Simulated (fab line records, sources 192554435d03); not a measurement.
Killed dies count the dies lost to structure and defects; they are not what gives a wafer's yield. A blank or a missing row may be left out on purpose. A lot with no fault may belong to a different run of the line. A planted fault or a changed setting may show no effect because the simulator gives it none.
Problem report, 8D (eight disciplines) form, completed by code :: flow n5-finfet :: the parts of the form that need people (team, actions taken, sign-off) are left out

== 1. WHAT IS WRONG ==
At N5_GATE_CUT_ETCH_56, bias-w averages 47.28 W over 4 wafers from 2 lots, while fault-free wafers read 60.01 W, standard deviation 0.18. Relative to the usual mean, that is a shift of -71 standard deviations.
The step: etches TiN in Cl2/Ar, target depth 21.6 nm.
First seen on wafer L511.2, day 6 08:28, on rie-metal-03. The record holds 27 wafers of 9 lots with a number at this step. Rule for "out", or "out of limits": more than 4 standard deviations from the usual mean. All remaining wafers that have a number are taken as sound.

== 2. WHAT THIS IS AND IS NOT ==
question: which readings at this step
is: bias-w
is not: drypump-motor-current-A, he-backside-leak-sccm, oes-product-au, throttle-valve-pct

question: which lots
is: L511, L512
is not: L504, L505, L517, L519, L522, L525, L526

question: which wafers of those lots
is: L511.2, L511.5, L512.4, L512.6
is not: L511.1, L512.3

question: read on which tools
is: rie-metal-03
is not: rie-metal-01, rie-metal-02

question: when
is: from day 6 08:28
is not: up to then (7 sound wafers); but 16 sound wafers of L512, L517, L519, L522, L525, L526 came after

== 3. WHAT RULES OUT EACH SUSPECT ==
Counting: a tool at a process step up to the reading stays a suspect if it ran every lot that is out. Sound lots after the first of them don't rule it out here, since some wafers of a struck lot are sound.
- rie-metal-03 at N5_GATE_CUT_ETCHBACK_00 (etches W in SF6/Cl2): kept. Ran every lot that is out, first one L511 (day 6 08:21); last sound lot up to then L505 (day 4 20:28).
- rie-metal-03 at N5_GATE_CUT_ETCH_56 (etches TiN in Cl2/Ar, target depth 21.6 nm): kept. Ran every lot that is out, first one L511 (day 6 08:28); last sound lot up to then L505 (day 4 20:35). Its own readings are out on those wafers: bias-w.
- Within rie-metal-03 at N5_GATE_CUT_ETCHBACK_00, the wafers that are out were processed in chamber 0 and their sound lot-mates in chamber 1.
- Within rie-metal-03 at N5_GATE_CUT_ETCH_56, the wafers that are out were processed in chamber 0 and their sound lot-mates in chamber 1.
Remaining after the count are rie-metal-03 at N5_GATE_CUT_ETCHBACK_00 and rie-metal-03 at N5_GATE_CUT_ETCH_56.

== 4. THE CAUSE (what the simulator had put in) ==
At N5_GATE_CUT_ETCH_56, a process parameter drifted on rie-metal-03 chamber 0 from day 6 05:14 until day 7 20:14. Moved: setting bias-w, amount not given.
After counting, 2 suspects remain, this tool included.

== 5. THE EFFECT CHAIN, in route order ==
One row per reading whose mean, taken over the struck wafers that have a number, lies over 3 standard deviations from the usual. Scope: only readings with a usual standard deviation given in the record; hours: median across lots of the time from each lot's start at the first step in this table that gives one to its start at this step; sigmas: change in usual standard deviations.
hours: 0
step: N5_GATE_CUT_ETCH_56
reading: bias-w
usual: 60.01 W
on struck wafers: 47.28
change: -12.73
sigmas: -71
The process steps in it:
- N5_GATE_CUT_ETCH_56: etches TiN in Cl2/Ar, target depth 21.6 nm.
Later measuring or inspecting steps at which every struck wafer that the step has a row for has a number for every such reading, and none has moved that far: N5_BEOL_M4_RC_MEAS_101.

== 6. WHAT WOULD HAVE CAUGHT IT SOONER ==
The fault began at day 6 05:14; the first out-of-limits reading in this record came at day 6 08:28, 3 hours later.
